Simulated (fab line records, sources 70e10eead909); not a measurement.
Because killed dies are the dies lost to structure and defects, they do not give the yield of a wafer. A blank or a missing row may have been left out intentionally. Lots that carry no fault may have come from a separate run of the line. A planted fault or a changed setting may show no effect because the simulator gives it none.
Which of the tools did it?	flow nandHarc	Sampling: 6 lots, 18 wafers, 5 of 1159 route steps

WHAT THE GAUGES READ, wafer by wafer
NHARC_END_SORT_01.
lot	measured	on	killedAtOther
L418	day 19 18:43	prober-01	1 0 0
L420	day 20 02:30	prober-01	1 2 0
L419	day 20 23:46	prober-01	2 0 0
L428	day 22 03:00	prober-01	0 0 0
L427	day 22 14:36	prober-02	1 1 0
L438	day 24 18:59	prober-01	0 0 0

WHICH TOOL RAN EACH LOT (tool, then ch and the chambers of the sampled wafers, then the start)
lot	NHARC_A_CONTACT_ETCH_138	NHARC_A_CONTACT_ETCH_98	NHARC_A_CONTACT_ALD_18	NHARC_A_BLC_SOFTBAKE_05
L418	harCapEtch-02 ch 0,1, day 17 08:59	rieDiel-12 ch 0,2,3, day 17 11:10 or earlier	aldMetal-04 ch 0,2, day 17 11:10	lithoTrack-06 ch 0, day 17 15:00
L420	harCapEtch-03 ch 0,1, day 17 18:25	rieDiel-04 ch 0,2, day 17 20:12 or earlier	aldMetal-02 ch 0,1,3, day 17 20:12	lithoTrack-01 ch 0, day 18 01:00
L419	harCapEtch-01 ch 0,1, day 18 14:55	rieDiel-02 ch 0,1,3, day 18 16:43 or earlier	aldMetal-03 ch 0,1,2, day 18 16:43	lithoTrack-04 ch 0, day 18 21:00
L428	harCapEtch-03 ch 1, day 19 23:44	rieDiel-12 ch 0,1,3, day 20 01:53 or earlier	aldMetal-03 ch 0,2, day 20 01:53	lithoTrack-01 ch 0, day 20 04:00
L427	harCapEtch-01 ch 0,1, day 20 06:17	rieDiel-12 ch 1,2,3, day 20 08:03 or earlier	aldMetal-03 ch 0,3, day 20 08:03	lithoTrack-01 ch 0, day 20 14:00
L438	harCapEtch-03 ch 0,1, day 22 12:02	rieDiel-04 ch 0,1, day 22 12:42	aldMetal-03 ch 1,2,3, day 22 14:10	lithoTrack-06 ch 0, day 22 17:00
- NHARC_A_CONTACT_ETCH_138: etches the open film in C4F8/O2/Ar, time 132 s, target depth 1289 nm.
- NHARC_A_CONTACT_ETCH_98: etches the open film in C4F6/O2, target depth 20 nm, time 10 s.
- NHARC_A_CONTACT_ALD_18: deposits TiN, target thk 3 nm, pulse time 1 s, ald cycles 150.
- NHARC_A_BLC_SOFTBAKE_05: time 55 s.

THE ANSWER, worked out from the rows above alone
Rule: the lots themselves supply what counts as usual. The widest of any qualifying gaps counts: lots, ordered by their means at a reading, are off when they make up no more than a third of the lots, leave a main group of 4 or more, and stand apart from it by 3 or more times the standard deviation of that group's means. Not used: any main group whose means are identical at the precision the tables above print for the reading. Also off: a lot with no number at a reading for which 4 or more lots have one. Any other lot the step has rows for is counted as sound.
Across all readings shown, no lot is off: no conclusion can be drawn from this.

WHAT HAD BEEN PUT IN BY THE SIMULATOR
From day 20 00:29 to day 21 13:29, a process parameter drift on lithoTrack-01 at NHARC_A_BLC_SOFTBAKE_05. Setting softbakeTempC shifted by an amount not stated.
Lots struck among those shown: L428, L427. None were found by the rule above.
